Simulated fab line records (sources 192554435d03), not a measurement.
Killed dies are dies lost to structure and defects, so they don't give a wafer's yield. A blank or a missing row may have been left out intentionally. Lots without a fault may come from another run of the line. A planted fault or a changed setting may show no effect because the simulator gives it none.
fab line records ; flow n5-finfet ; part 2 of 2: steps 20 to 26 of 26
[record] lots = 5; wafers = 15; last-day = 17
route steps=1938 shown BEOL_M2@864
lots that met no fault: taken from a fault-free run of the same line
start-h: the number of hours between the record's first day and the start of the first shown wafer of the lot ; wait-h: hours since the lot's step before ; " repeats the value in the row above ; L1.1+2: several wafers, shown together as one row ; - no value, or no start given ; * or withheld: withheld ; < > ~ a bound
route shown NAME@n: NAME is a module with steps in the file, n the number in the route of the first one ; usual: average and standard deviation across the fault-free wafers ; same: alike in all rows ; chamber/n: place in a boat ; sites: the reading at each site ; _std_site: the standard deviation of these ; _edge_site: the outer-site mean with the inner-site mean subtracted ; radius-mm: how far each site lies from the wafer's centre ; mask NAME#n: copy n ; behind: the most recent tool/chamber to have shaped the wafer ; hold: cause of the lot's hold/its duration in hours/its outcome ; device: names the non-switching transistor (n, p or np) ; end of line: the tests these same wafers got at the end of their route ; a step given without rows: its recipe and nothing more ; killed: dies that structure and defects cost at the first sort, which is not the same as the wafer's yield ; map: the dies of a wafer, with x for killed, . for not killed, _ for no die there
set.NAME: the run value of the setting; set.NAME@STEP: its run value at that earlier step ; model.NAME: the simulator's own value behind a step, which no gauge read
lots at selected steps of the route; one table per step, one row per wafer
services: from which hour (start-h, from the record's first day; less than 0 if before it) a tool's chamber was out of use, for how many hours, and why
[[steps]]
[step N5_BEOL_M2_ETCHBACK_99]
[recipe] chemistry = CHF3; target = SiO2; target-depth-a = 50; time-s = 10.4; source-w = 215; bias-w = 47; Ar_flow_sccm = 200; CHF3_flow_sccm = 12; ion-energy-ev = 100; pressure-mtorr = 30
[usual] drypump-motor-current-A = 5.6/0.42; oes-product-au = 0.81/0.085; rf-fwd-power-W = 212.4/0.93; rf-vpp-V = 241/4.7; showerhead-plenum-p-Torr = 2.16/0.062; throttle-valve-pct = 17.02/0.19
lot.wafer;tool;chamber;start-h;wait-h;drypump-motor-current-A;oes-product-au;rf-fwd-power-W;rf-hours-counter-h;rf-vpp-V;showerhead-plenum-p-Torr;throttle-valve-pct
L082.3;rie-diel-06;2;182.85;2.5;5.3;0.86;212.4;53;245;2.26;16.77
L082.4;rie-diel-06;0;182.85;2.5;5.3;0.74;210.8;-;240;2.14;17.20
L082.5;rie-diel-06;1;182.85;2.5;6.2;0.70;212.3;-;237;2.05;17.15
L084.1;rie-diel-05;3;225.61;10.2;6.3;0.94;212.4;6;237;2.20;16.90
L084.3;rie-diel-05;2;225.61;10.2;5.8;0.86;212.9;65;245;2.08;17.11
L084.5;rie-diel-05;0;225.61;10.2;5.7;0.78;213.1;-;235;2.18;16.79
L089.1;rie-diel-06;1;233.00;1.7;6.1;0.68;212.7;231;235;2.04;17.21
L089.2;rie-diel-06;0;233.00;1.7;5.3;0.72;212.2;179;240;2.14;17.25
L089.3;rie-diel-06;2;233.00;1.7;5.3;0.83;213.7;71;245;2.25;16.81
L091.2;rie-diel-01;1;240.71;2.3;6.1;0.81;212.3;102;239;2.17;17.11
L091.4;rie-diel-01;3;240.71;2.3;5.6;0.68;212.5;245;244;2.21;17.36
L091.5;rie-diel-01;0;240.71;2.3;5.4;0.83;211.7;-;234;2.16;16.85
L094.1;rie-diel-06;0;273.35;8.4;5.4;0.71;210.9;194;240;2.13;17.26
L094.4;rie-diel-06;2;273.35;8.4;5.3;0.82;213.1;86;245;2.24;16.83
L094.5;rie-diel-06;1;273.35;8.4;6.1;0.68;213.9;-;237;2.04;17.24
[step N5_BEOL_M2_ETCH_70]
[recipe] chemistry = N2/H2; target = SOC; target-depth-a = 800; overetch-a = 240; mask-material = SiARC; temp-c = 40; time-s = 130; ion-energy-ev = 200; pressure-mtorr = 30; source-w = 840; bias-w = 150; n2-flow-sccm = 200; h2-flow-sccm = 200
[usual] drypump-motor-current-A = 5.6/0.42; oes-product-au = 0.59/0.058; rf-fwd-power-W = 836.1/2.8; rf-vpp-V = 524.4/2.2; showerhead-plenum-p-Torr = 2.56/0.078; throttle-valve-pct = 17.80/0.2
lot.wafer;tool;chamber;start-h;wait-h;drypump-motor-current-A;oes-product-au;rf-fwd-power-W;rf-hours-counter-h;rf-vpp-V;showerhead-plenum-p-Torr;throttle-valve-pct
L082.3;rie-diel-06;2;182.88;0.0;5.3;0.63;838.5;54;527.5;2.69;17.65
L082.4;rie-diel-06;0;182.88;0.0;5.3;0.55;832.0;-;525.0;2.55;18.13
L082.5;rie-diel-06;1;182.88;0.0;6.2;0.53;840.5;-;519.9;2.40;17.95
L084.1;rie-diel-05;3;225.65;0.0;6.3;0.69;840.0;6;524.3;2.62;17.74
L084.3;rie-diel-05;2;225.65;0.0;5.8;0.62;836.8;65;523.0;2.47;17.85
L084.5;rie-diel-05;0;225.65;0.0;5.7;0.57;841.0;-;525.9;2.58;17.61
L089.1;rie-diel-06;1;233.04;0.0;6.2;0.52;836.7;231;519.6;2.40;17.97
L089.2;rie-diel-06;0;233.04;0.0;5.3;0.54;840.2;179;524.1;2.55;18.15
L089.3;rie-diel-06;2;233.04;0.0;5.3;0.61;836.7;71;527.6;2.68;17.66
L091.2;rie-diel-01;1;240.75;0.0;6.1;0.59;836.3;102;524.9;2.54;17.73
L091.4;rie-diel-01;3;240.75;0.0;5.6;0.50;835.9;245;526.7;2.60;18.04
L091.5;rie-diel-01;0;240.75;0.0;5.4;0.61;831.0;-;524.0;2.55;17.62
L094.1;rie-diel-06;0;273.39;0.0;5.3;0.53;836.7;194;523.4;2.54;18.18
L094.4;rie-diel-06;2;273.39;0.0;5.3;0.60;837.5;86;527.9;2.68;17.68
L094.5;rie-diel-06;1;273.39;0.0;6.1;0.50;835.2;-;519.6;2.39;18.01
[step N5_BEOL_M2_STRIP_71]
[recipe] chemistry = N2/H2; temp-c = 40; n2-flow-sccm = 200; h2-flow-sccm = 200; rf-frequency-hz = 6e+07
lot.wafer;tool;chamber;start-h;wait-h
L082.3+4+5;rie-diel-06;2,0,1;182.97;0.0
L084.1+3+5;rie-diel-05;3,2,0;225.73;0.0
L089.1+2+3;rie-diel-06;1,0,2;233.12;0.0
L091.2+4+5;rie-diel-01;1,3,0;240.84;0.0
L094.1+4+5;rie-diel-06;0,2,1;273.47;0.0
[step N5_BEOL_M2_STRIP_78]
[recipe] chemistry = N2/H2; temp-c = 40; n2-flow-sccm = 200; h2-flow-sccm = 200; rf-frequency-hz = 6e+07
lot.wafer;tool;chamber;start-h;wait-h
L082.3+4+5;rie-diel-06;2,0,1;182.98;0.0
L084.1+3+5;rie-diel-05;3,2,0;225.74;0.0
L089.1+2+3;rie-diel-06;1,0,2;233.13;0.0
L091.2+4+5;rie-diel-01;1,3,0;240.85;0.0
L094.1+4+5;rie-diel-06;0,2,1;273.48;0.0
[step N5_BEOL_M2_VIA_ETCH_34]
[recipe] chemistry = C4F6/O2; target-depth-a = 694; mask-material = SOC; pressure-mtorr = 15; ion-energy-ev = 250; taper-deg = 4; time-s = 65.9; source-w = 350; bias-w = 170; Ar_flow_sccm = 300; C4F6_flow_sccm = 10; O2_flow_sccm = 10
[usual] drypump-motor-current-A = 5.6/0.42; oes-product-au = 0.81/0.084; rf-fwd-power-W = 347.1/1.1; rf-vpp-V = 666/13; showerhead-plenum-p-Torr = 2.85/0.078; throttle-valve-pct = 30.75/0.22
lot.wafer;tool;chamber;start-h;wait-h;drypump-motor-current-A;oes-product-au;rf-fwd-power-W;rf-hours-counter-h;rf-vpp-V;showerhead-plenum-p-Torr;throttle-valve-pct
L082.3;rie-diel-06;2;182.99;0.0;5.3;0.85;347.4;54;677;2.97;30.40
L082.4;rie-diel-06;0;182.99;0.0;5.3;0.74;346.8;-;662;2.83;30.96
L082.5;rie-diel-06;1;182.99;0.0;6.1;0.70;348.4;-;653;2.71;30.89
L084.1;rie-diel-05;3;225.75;0.0;6.3;0.94;346.6;6;656;2.91;30.76
L084.3;rie-diel-05;2;225.75;0.0;5.8;0.86;346.9;65;676;2.75;30.81
L084.5;rie-diel-05;0;225.75;0.0;5.8;0.78;345.0;-;654;2.87;30.61
L089.1;rie-diel-06;1;233.14;0.0;6.2;0.69;348.9;231;651;2.70;30.90
L089.2;rie-diel-06;0;233.14;0.0;5.3;0.74;348.0;179;660;2.82;30.99
L089.3;rie-diel-06;2;233.14;0.0;5.3;0.84;348.0;71;676;2.97;30.41
L091.2;rie-diel-01;1;240.86;0.0;6.1;0.81;347.0;102;660;2.87;31.01
L091.4;rie-diel-01;3;240.86;0.0;5.6;0.67;345.3;245;672;2.91;30.96
L091.5;rie-diel-01;0;240.86;0.0;5.4;0.84;347.9;-;647;2.85;30.43
L094.1;rie-diel-06;0;273.49;0.0;5.3;0.72;346.5;194;660;2.81;31.01
L094.4;rie-diel-06;2;273.49;0.0;5.3;0.81;349.6;86;676;2.96;30.43
L094.5;rie-diel-06;1;273.49;0.0;6.1;0.69;345.6;-;651;2.70;30.93
[step N5_BEOL_M2_STRIP_83]
[recipe] chemistry = C4F6/O2; resist = SiARC; rf-frequency-hz = 6e+07
lot.wafer;tool;chamber;start-h;wait-h
L082.3+4+5;rie-diel-06;2,0,1;183.04;0.0
L084.1+3+5;rie-diel-05;3,2,0;225.80;0.0
L089.1+2+3;rie-diel-06;1,0,2;233.19;0.0
L091.2+4+5;rie-diel-01;1,3,0;240.91;0.0
L094.1+4+5;rie-diel-06;0,2,1;273.54;0.0
[step N5_BEOL_M2_STRIP_36]
[recipe] chemistry = N2/H2; power-w = 450; temp-c = 40; pressure-mtorr = 20; rf-frequency-hz = 6e+07; overash-fraction = 0.3; bias-power-w = 7; h2-frac = 0.5; n2-flow-sccm = 200; h2-flow-sccm = 200
[usual] drypump-motor-current-A = 5.6/0.42; oes-product-au = 0.81/0.082; rf-vpp-V = 59.2/1.4; showerhead-plenum-p-Torr = 2.55/0.078; throttle-valve-pct = 23.68/0.21
lot.wafer;tool;chamber;start-h;wait-h;drypump-motor-current-A;oes-product-au;rf-hours-counter-h;rf-vpp-V;showerhead-plenum-p-Torr;throttle-valve-pct
L082.3;rie-diel-06;2;183.05;0.0;5.3;0.86;54;59.1;2.68;23.50
L082.4;rie-diel-06;0;183.05;0.0;5.4;0.75;-;59.9;2.55;24.10
L082.5;rie-diel-06;1;183.05;0.0;6.2;0.70;-;57.8;2.40;23.90
L084.1;rie-diel-05;3;225.81;0.0;6.3;0.93;6;59.2;2.62;23.63
L084.3;rie-diel-05;2;225.81;0.0;5.8;0.85;65;62.0;2.47;23.64
L084.5;rie-diel-05;0;225.81;0.0;5.7;0.78;-;60.9;2.57;23.54
L089.1;rie-diel-06;1;233.20;0.0;6.1;0.69;231;59.2;2.39;23.92
L089.2;rie-diel-06;0;233.20;0.0;5.3;0.73;179;58.8;2.54;24.14
L089.3;rie-diel-06;2;233.20;0.0;5.3;0.84;71;58.4;2.68;23.54
L091.2;rie-diel-01;1;240.92;0.0;6.1;0.83;102;57.5;2.54;23.58
L091.4;rie-diel-01;3;240.92;0.0;5.6;0.68;245;60.2;2.60;23.81
L091.5;rie-diel-01;0;240.92;0.0;5.4;0.83;-;61.1;2.55;23.40
L094.1;rie-diel-06;0;273.55;0.0;5.3;0.72;194;59.3;2.54;24.17
L094.4;rie-diel-06;2;273.55;0.0;5.2;0.82;86;63.2;2.67;23.57
L094.5;rie-diel-06;1;273.55;0.0;6.2;0.69;-;57.6;2.39;23.94
[[services]]
tool;chamber;start-h;hours;kind
ald-sin-03;1;155.05;4.3;repair
ald-sin-04;3;161.32;9.1;repair
rie-diel-06;3;166.60;-;clean
rie-diel-06;3;166.60;-;consumable-replace:focus-ring
euv-scanner-02;-;166.83;1.0;pm
rie-metal-01;1;180.25;2.8;repair
rie-diel-05;3;194.37;-;clean
rie-diel-05;3;194.37;-;consumable-replace:focus-ring
euv-scanner-01;-;200.66;1.0;pm
ald-sin-03;3;212.51;5.3;repair
euv-scanner-01;-;217.55;1.8;repair
euv-scanner-02;-;219.86;6.2;pm
ald-sin-03;1;221.01;18.6;repair
ald-sin-04;1;221.87;4.1;repair
rie-diel-06;3;225.92;16.6;repair
euv-scanner-02;-;226.11;1.0;pm
euv-scanner-01;-;231.52;4.6;pm
euv-scanner-01;-;245.38;5.8;pm
ald-sin-03;-;247.27;2.8;pm
ald-sin-04;2;255.77;4.5;repair
euv-scanner-01;-;256.81;1.0;pm
ald-sin-03;0;257.92;3.9;repair
rie-diel-01;3;263.49;2.6;repair
ald-sin-04;-;268.25;14.0;pm
